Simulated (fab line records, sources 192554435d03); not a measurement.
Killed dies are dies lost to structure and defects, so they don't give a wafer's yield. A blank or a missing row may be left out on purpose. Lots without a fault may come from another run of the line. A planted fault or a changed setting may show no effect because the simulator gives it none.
Chamber matching | flow n5_finfet | N5_BEOL_M8_STRIP_19 on rie_diel-02: 4 sister chambers
The step strips in O2. 4 wafers are shown with their chamber, then 9 later ones without.

WAFERS WITH THEIR CHAMBER
wafer  | chamber | showerhead_plenum_p_Torr (Torr)
L088.3 | 0       | 1.99
L087.2 | 3       | 2.18
L087.3 | 2       | 1.98
L087.6 | 1       | 2.10

WAFERS WITHOUT THEIR CHAMBER
wafer  | showerhead_plenum_p_Torr (Torr)
L089.1 | 2.18
L089.4 | 1.99
L089.6 | 1.98
L090.3 | 1.98
L090.4 | 2.17
L090.6 | 2.17
L092.3 | 1.99
L092.5 | 1.99
L092.6 | 2.09

WHICH CHAMBER EACH WENT THROUGH
wafer  | from the rows above     | in truth
L089.1 | 3                       | 3
L089.4 | can't be placed: 0 or 2 | 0
L089.6 | can't be placed: 2 or 0 | 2
L090.3 | can't be placed: 2 or 0 | 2
L090.4 | 3                       | 3
L090.6 | 3                       | 3
L092.3 | can't be placed: 0 or 2 | 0
L092.5 | can't be placed: 0 or 2 | 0
L092.6 | 1                       | 1
Placed correctly: 4 of 9. Can't be placed from these rows: 5 (the true chamber is among the candidates in 5). Placed wrongly: 0.
How it was worked out, from the rows above alone: a wafer's distance from a chamber is the root of the sum, over the readings, of the square of ((its reading less the chamber's mean) divided by the reading's scatter). The wafer belongs to the nearest chamber; if the next one is less than 2 further off, it can't be placed. A chamber's mean is the mean of its shown wafers. The scatter: with one shown wafer a chamber, the root of the mean of the squares of how far each hidden wafer lies from its nearest shown one.
